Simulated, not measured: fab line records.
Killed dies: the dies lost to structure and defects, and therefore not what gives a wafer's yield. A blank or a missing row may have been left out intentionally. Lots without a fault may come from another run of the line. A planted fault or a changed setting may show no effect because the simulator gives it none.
fab line records	flow n5Finfet
record lots=10	wafers=28	lastDay=17
route steps=1938 shown MOL_CONTACT_COAG@532 BEOL_M4@1111
lots that met no fault: taken from a fault-free run of the same line
startH: hours from the record's opening day to when the first of the lot's shown wafers began	waitH: hours since the lot's step before	" the same as in the row above	L1.1+2: a row that stands for several wafers	- no value, or no start given	* or withheld: withheld	< > ~ a bound
route shown NAME@n: names a module that has steps shown in the file, with the first one's number in the route	usual: mean and standard deviation over wafers with no fault	same: alike in all rows	chamber/n: place in a boat	sites: each site's reading	_std_site: how widely they spread, as a standard deviation	_edge_site: mean of outer sites minus mean of inner sites	radiusMm: how far each site lies from the wafer's centre	mask NAME#n: copy n	behind: the tool/chamber that last shaped the wafer	hold: the reason the lot was held/the length of the hold in hours/how it ended	device: the transistor (n, p or np) that didn't switch	end of line: the tests these same wafers got at the end of their route	step lacking rows: just its recipe	killed: not the wafer's yield, but the dies lost to structure and defects at the first sort	map: the dies of a wafer, with x for killed, . for not killed, _ for no die there
set.NAME: setting as actually run; set.NAME@STEP: the setting as run at that earlier step	model.NAME: the simulator's own value behind a step, which no gauge read
a sample of lots followed through the steps of the route, with each step as a table and each wafer as a row
services: from which hour (startH, from the record's first day; less than 0 if before it) a tool's chamber was out of use, for how many hours, and why
## steps
# step N5_MOL_CONTACT_COAG_ETCH_106
# recipe chemistry=N2/H2	target=SOC	targetDepthA=800	overetchA=160	maskMaterial=SiARC	tempC=40	timeS=120	ionEnergyEv=200	pressureMtorr=30	sourceW=840	biasW=150	n2FlowSccm=200	h2FlowSccm=200
# usual drypumpMotorCurrentA=5.6/0.52	n2FlowSccm=200.1/0.66	oesProductAu=0.74/0.061	rfVppV=524.5/2.7	showerheadPlenumPTorr=2.57/0.1	tempC=40.02/0.11	throttleValvePct=17.75/0.17
# same timeS=120
lot.wafer	tool	chamber	startH	waitH	drypumpMotorCurrentA	n2FlowSccm	oesProductAu	rfHoursCounterH	rfVppV	showerheadPlenumPTorr	tempC	throttleValvePct
L818.4	rieDiel-01	0	93.45	0.0	6.1	200.6	0.66	190	520.2	2.42	40.04	17.99
L818.5	"	3	"	"	5.8	199.9	0.86	-	521.8	2.49	40.00	17.67
L818.6	"	0	"	"	6.1	201.2	0.67	-	520.3	2.42	40.13	18.00
L820.1	rieDiel-01	2	102.81	0.0	6.4	200.5	0.64	227	523.4	2.50	40.06	17.84
L820.3	"	1	"	"	5.3	199.6	0.64	182	522.5	2.54	39.97	17.96
L820.4	"	0	"	"	6.1	200.7	0.67	193	522.6	2.42	39.92	18.00
L830.1	rieDiel-02	0	166.92	0.0	5.8	200.2	0.76	37	525.4	2.61	40.12	17.54
L830.3	"	1	"	"	5.5	199.9	0.74	59	526.1	2.58	40.08	17.48
L830.4	"	3	"	"	4.7	200.1	0.74	69	523.1	2.46	40.01	17.77
L833.4	rieDiel-01	3	183.85	0.0	5.7	200.5	0.76	43	522.2	2.47	39.95	17.74
L833.5	"	0	"	"	6.1	198.9	0.64	-	520.2	2.41	40.11	18.05
L833.6	"	1	"	"	5.3	199.8	0.62	-	525.8	2.52	39.91	18.05
L834.3	rieDiel-01	0	186.55	0.0	6.1	200.7	0.64	232	521.4	2.41	39.84	18.06
L834.6	"	1	"	"	5.3	200.6	0.62	-	523.1	2.52	39.98	18.01
L837.2	rieDiel-02	3	206.83	0.0	4.8	200.1	0.73	84	522.0	2.45	40.05	17.79
L837.4	"	1	"	"	5.6	200.8	0.74	73	525.4	2.57	40.02	17.50
L837.6	"	0	"	"	5.8	200.6	0.75	-	524.4	2.60	39.95	17.60
L838.1	rieDiel-02	3	207.35	0.0	4.7	199.7	0.73	84	522.6	2.45	40.02	17.79
L838.2	"	1	"	"	5.6	200.3	0.73	73	524.6	2.57	40.06	17.51
L838.6	"	2	"	"	5.8	200.9	0.72	-	527.4	2.69	40.00	17.76
L839.1	rieDiel-02	3	214.80	0.0	4.7	199.9	0.72	87	522.4	2.45	39.85	17.78
L839.5	"	0	"	"	5.8	200.1	0.74	-	524.9	2.60	40.01	17.58
L840.1	rieDiel-06	2	220.71	0.0	5.5	199.8	0.77	49	527.8	2.70	39.85	17.87
L840.2	"	1	"	"	6.7	199.7	0.71	123	521.4	2.45	39.98	18.00
L840.6	"	1	"	"	6.6	200.1	0.71	-	523.3	2.45	39.94	18.00
L841.1	rieDiel-06	2	226.57	0.0	5.4	200.8	0.77	51	528.9	2.70	39.95	17.87
L841.3	"	3	"	"	5.2	200.3	0.75	68	526.8	2.66	40.07	17.61
L841.5	"	0	"	"	5.3	200.1	0.77	-	528.9	2.71	39.95	17.78
# step N5_MOL_CONTACT_COAG_STRIP_98
# recipe chemistry=N2/H2	powerW=500	tempC=40	pressureMtorr=50	rfFrequencyHz=6e+07	overashFraction=0.3	biasPowerW=8	h2Frac=0.5	n2FlowSccm=300	h2FlowSccm=300
# usual drypumpMotorCurrentA=5.7/0.52	n2FlowSccm=300.1/0.89	oesProductAu=0.83/0.069	rfVppV=54.3/1.4	showerheadPlenumPTorr=3.39/0.13	tempC=40.00/0.11	throttleValvePct=18.72/0.26
# same overashFraction=0.3
lot.wafer	tool	chamber	startH	waitH	drypumpMotorCurrentA	n2FlowSccm	oesProductAu	rfHoursCounterH	rfVppV	showerheadPlenumPTorr	tempC	throttleValvePct
L818.4	rieDiel-01	0	93.69	0.0	6.1	301.6	0.73	190	52.3	3.21	40.12	19.03
L818.5	"	3	"	"	5.8	299.6	0.94	-	54.8	3.29	40.00	18.63
L818.6	"	0	"	"	6.1	299.9	0.73	-	53.8	3.21	40.04	18.99
L820.1	rieDiel-01	2	103.05	0.0	6.4	300.8	0.72	227	55.9	3.31	40.03	18.71
L820.3	"	1	"	"	5.3	300.0	0.70	182	54.0	3.35	39.84	19.10
L820.4	"	0	"	"	6.1	300.5	0.73	193	55.2	3.21	39.98	19.03
L830.1	rieDiel-02	0	167.16	0.0	5.8	299.2	0.87	37	55.6	3.44	40.02	18.61
L830.3	"	1	"	"	5.6	298.8	0.83	59	56.2	3.41	40.00	18.23
L830.4	"	3	"	"	4.8	299.7	0.84	70	54.8	3.25	39.97	18.61
L833.4	rieDiel-01	3	184.10	0.0	5.7	301.3	0.82	43	55.3	3.27	39.92	18.68
L833.5	"	0	"	"	6.1	299.3	0.71	-	55.3	3.19	40.03	19.08
L833.6	"	1	"	"	5.3	300.9	0.69	-	54.9	3.33	40.07	19.21
L834.3	rieDiel-01	0	186.80	0.0	6.1	301.7	0.70	232	53.0	3.18	39.93	19.05
L834.6	"	1	"	"	5.3	299.9	0.68	-	56.1	3.33	40.05	19.19
L837.2	rieDiel-02	3	207.08	0.0	4.7	298.3	0.83	84	56.7	3.25	39.96	18.60
L837.4	"	1	"	"	5.6	300.1	0.82	73	54.2	3.40	39.95	18.29
L837.6	"	0	"	"	5.9	299.3	0.83	-	54.5	3.43	39.93	18.65
L838.1	rieDiel-02	3	207.59	0.0	4.8	299.0	0.81	84	53.0	3.25	39.91	18.63
L838.2	"	1	"	"	5.6	300.1	0.82	73	56.2	3.40	40.06	18.31
L838.6	"	2	"	"	5.8	300.3	0.81	-	56.5	3.54	40.21	18.89
L839.1	rieDiel-02	3	215.04	0.0	4.8	299.8	0.81	87	53.0	3.24	40.10	18.66
L839.5	"	0	"	"	5.8	301.3	0.83	-	53.4	3.43	39.89	18.60
L840.1	rieDiel-06	2	220.96	0.0	5.5	299.1	0.86	49	54.5	3.55	40.07	18.84
L840.2	"	1	"	"	6.7	300.0	0.78	123	55.2	3.25	40.09	19.14
L840.6	"	1	"	"	6.7	299.1	0.78	-	53.1	3.24	40.04	19.16
L841.1	rieDiel-06	2	226.82	0.0	5.5	300.4	0.85	51	56.0	3.55	40.00	18.84
L841.3	"	3	"	"	5.1	298.7	0.84	68	51.5	3.51	39.80	18.42
L841.5	"	0	"	"	5.3	300.8	0.85	-	56.0	3.57	40.09	18.63
# step N5_MOL_CONTACT_COAG_SPUTTER_143
# recipe material=Co	targetThkA=25	tempC=25	chamberPressurePa=0.2
# usual throttleValvePct=29.5/1.2
lot.wafer	tool	chamber	startH	waitH	throttleValvePct
L818.4	pvdSputter-02	-	95.00	0.0	30.1
L818.5	"	-	"	"	28.9
L818.6	"	-	"	"	30.0
L820.1	pvdSputter-01	-	106.70	0.0	27.2
L820.3	"	-	"	"	30.2
L820.4	"	-	"	"	28.2
L830.1	pvdSputter-02	-	169.27	0.0	29.3
L830.3	"	-	"	"	28.9
L830.4	"	-	"	"	29.8
L833.4	pvdSputter-01	-	186.29	0.0	29.5
L833.5	"	-	"	"	28.2
L833.6	"	-	"	"	29.3
L834.3	pvdSputter-03	-	188.88	0.0	31.2
L834.6	"	-	"	"	31.9
L837.2	pvdSputter-03	-	210.01	0.0	29.2
L837.4	"	-	"	"	30.9
L837.6	"	-	"	"	29.3
L838.1	pvdSputter-01	-	211.64	0.0	27.5
L838.2	"	-	"	"	30.6
L838.6	"	-	"	"	29.1
L839.1	pvdSputter-02	-	217.44	0.0	30.1
L839.5	"	-	"	"	30.1
L840.1	pvdSputter-01	-	225.01	0.0	27.3
L840.2	"	-	"	"	28.0
L840.6	"	-	"	"	29.1
L841.1	pvdSputter-03	-	228.28	0.0	29.4
L841.3	"	-	"	"	32.3
L841.5	"	-	"	"	29.1
# step N5_MOL_CONTACT_COAG_SPUTTER_130
# recipe material=Co	targetThkA=475	tempC=25	chamberPressurePa=0.5	powerW=3000
# usual cathodeDcPowerW=2999.9/0.48	throttleValvePct=29.5/1
lot.wafer	tool	chamber	startH	waitH	cathodeDcPowerW	throttleValvePct
L818.4	pvdSputter-02	-	98.26	0.0	2999.9	29.3
L818.5	"	-	"	"	3000.8	30.0
L818.6	"	-	"	"	3000.4	28.8
L820.1	pvdSputter-03	-	109.85	0.0	3000.3	29.8
L820.3	"	-	"	"	2999.7	31.2
L820.4	"	-	"	"	3000.9	32.1
L830.1	pvdSputter-03	-	171.64	0.0	2999.2	31.7
L830.3	"	-	"	"	2755.8	29.0
L830.4	"	-	"	"	2999.3	31.0
L833.4	pvdSputter-02	-	188.66	0.0	3000.1	29.9
L833.5	"	-	"	"	2999.7	29.8
L833.6	"	-	"	"	3000.1	28.8
L834.3	pvdSputter-02	-	192.12	0.0	2999.4	29.8
L834.6	"	-	"	"	3000.1	28.9
L837.2	pvdSputter-02	-	212.34	0.0	3000.6	29.6
L837.4	"	-	"	"	2999.3	28.9
L837.6	"	-	"	"	2999.4	28.6
L838.1	pvdSputter-01	-	213.58	0.0	3000.1	27.5
L838.2	"	-	"	"	2999.9	29.3
L838.6	"	-	"	"	3000.0	28.2
L839.1	pvdSputter-01	-	219.43	0.0	3000.1	28.1
L839.5	"	-	"	"	2999.7	27.4
L840.1	pvdSputter-02	-	226.85	0.0	2999.9	28.6
L840.2	"	-	"	"	3000.2	29.8
L840.6	"	-	"	"	2999.8	29.4
L841.1	pvdSputter-01	-	231.24	0.0	2999.7	29.5
L841.3	"	-	"	"	2999.7	27.5
L841.5	"	-	"	"	3000.0	30.4
# step N5_BEOL_M4_RC_MEAS_101
# usual DIBL_N=36.1/1.5	DIBL_P=36.1/1.9	IOFF_N=0.159/0.029	IOFF_P=0.21/0.038	ION_N=675/11	ION_P=464/8.1	SS_N=71.5/0.57	SS_P=73.3/0.64	VT_N=249/3.1	VT_P=-250/3.8
lot.wafer	tool	chamber	startH	waitH	DIBL_N[mV/V]	DIBL_P[mV/V]	IOFF_N[nA/um]	IOFF_P[nA/um]	ION_N[uA/um]	ION_P[uA/um]	SS_N[mV/dec]	SS_P[mV/dec]	VT_N[mV]	VT_P[mV]
L818.4	prober-01	0	158.90	0.5	37.0	37.6	0.149	0.21	664	462	71.6	73.3	249	-251
L818.5	"	0	"	"	35.4	34.6	0.118	0.17	654	457	71.8	72.9	255	-254
L818.6	"	0	"	"	37.2	38.3	0.144	0.22	664	461	71.6	73.2	252	-251
L820.1	prober-02	0	176.70	0.0	33.6	32.4	0.118	0.18	668	461	71.4	72.6	257	-248
L820.3	"	0	"	"	35.6	35.8	0.147	0.22	680	471	72.0	73.4	251	-249
L820.4	"	0	"	"	36.6	36.9	0.173	0.24	691	471	72.1	73.4	248	-249
L830.1	prober-01	0	245.48	0.0	33.0	32.4	0.104	0.15	660	446	70.9	72.5	255	-254
L830.3	"	0	"	"	36.2	35.5	0.145	0.18	664	456	71.4	73.0	252	-253
L830.4	"	0	"	"	33.8	33.0	0.109	0.15	668	453	71.1	72.2	256	-254
L833.4	prober-01	0	255.48	0.5	34.6	33.0	0.133	0.17	675	462	70.8	72.3	248	-253
L833.5	"	0	"	"	34.1	32.4	0.122	0.16	666	459	71.0	72.4	252	-255
L833.6	"	0	"	"	37.3	36.1	0.177	0.21	684	467	71.5	74.1	248	-251
L834.3	prober-01	0	266.64	0.3	32.5	32.2	0.111	0.17	667	464	70.8	72.5	253	-254
L834.6	"	0	"	"	35.7	35.1	0.150	0.21	663	458	71.1	73.2	249	-248
L837.2	prober-01	0	276.85	0.2	36.9	39.4	0.195	0.25	675	465	71.8	74.3	247	-247
L837.4	"	0	"	"	36.9	39.2	0.187	0.23	673	463	72.0	74.5	249	-252
L837.6	"	0	"	"	36.4	38.2	0.174	0.22	671	462	72.4	74.7	250	-248
L838.1	prober-01	0	281.30	0.0	37.1	36.9	0.177	0.26	686	476	72.1	73.8	245	-245
L838.2	"	0	"	"	36.9	37.2	0.184	0.28	691	481	71.4	73.1	248	-241
L838.6	"	0	"	"	38.5	39.3	0.213	0.31	702	479	72.2	73.5	244	-241
L839.1	prober-02	0	300.63	0.0	35.6	36.6	0.159	0.20	674	456	71.3	72.6	247	-252
L839.5	"	0	"	"	34.5	34.6	0.131	0.17	664	456	71.1	73.1	252	-255
L840.1	prober-02	0	306.03	0.0	37.1	37.1	0.173	0.30	677	479	71.4	73.3	246	-241
L840.2	"	0	"	"	37.5	37.7	0.192	0.32	689	481	72.1	73.7	247	-242
L840.6	"	0	"	"	37.6	37.6	0.198	0.31	686	473	72.0	74.3	245	-244
L841.1	prober-01	0	321.45	0.0	36.2	36.8	0.181	0.23	684	469	71.1	73.3	247	-247
L841.3	"	0	"	"	36.6	36.4	0.180	0.23	680	468	70.9	72.5	246	-248
L841.5	"	0	"	"	34.8	36.0	0.168	0.23	686	473	71.5	73.6	244	-247
## services
tool	chamber	startH	hours	kind
rieDiel-01	3	73.94	-	clean
rieDiel-01	3	73.94	-	consumableReplace:focusRing
rieDiel-01	3	73.94	15.8	scheduledDown
rieDiel-01	3	73.94	15.8	ventCycle
rieDiel-06	0	75.26	-	clean
rieDiel-06	0	75.26	-	consumableReplace:focusRing
rieDiel-06	0	75.26	-	consumableReplace:showerhead
rieDiel-06	0	75.26	18.5	scheduledDown
rieDiel-06	0	75.26	18.5	ventCycle
rieDiel-06	2	83.58	4.7	repair
rieDiel-02	2	92.12	3.4	repair
rieDiel-06	-	104.51	28.1	pm
rieDiel-02	0	145.20	4.2	repair
rieDiel-01	2	155.86	-	clean
rieDiel-01	2	155.86	-	consumableReplace:focusRing
rieDiel-01	2	155.86	24.8	scheduledDown
rieDiel-01	2	155.86	24.8	ventCycle
rieDiel-06	3	219.51	1.4	repair
## key
firstSign step=N5_MOL_CONTACT_COAG_SPUTTER_130	reading=cathodeDcPowerW	direction=down	sigmas=99+	usual=*	struck=*
effect none on later readings
metAt N5_MOL_CONTACT_COAG_SPUTTER_130
struckLots L830
struckWafers L830.3
notActingAt N5_MOL_CONTACT_COAG_ETCH_106,N5_MOL_CONTACT_COAG_STRIP_98,N5_MOL_CONTACT_COAG_SPUTTER_143
fault kind=processParameterDrift	tool=pvdSputter-03	chamber=-	onsetH=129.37	steps=N5_MOL_CONTACT_COAG_SPUTTER_130	channel=powerW	offset=*	shape=step	endH=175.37	actsIn=*	stated=*	scope=struckWafersOnly
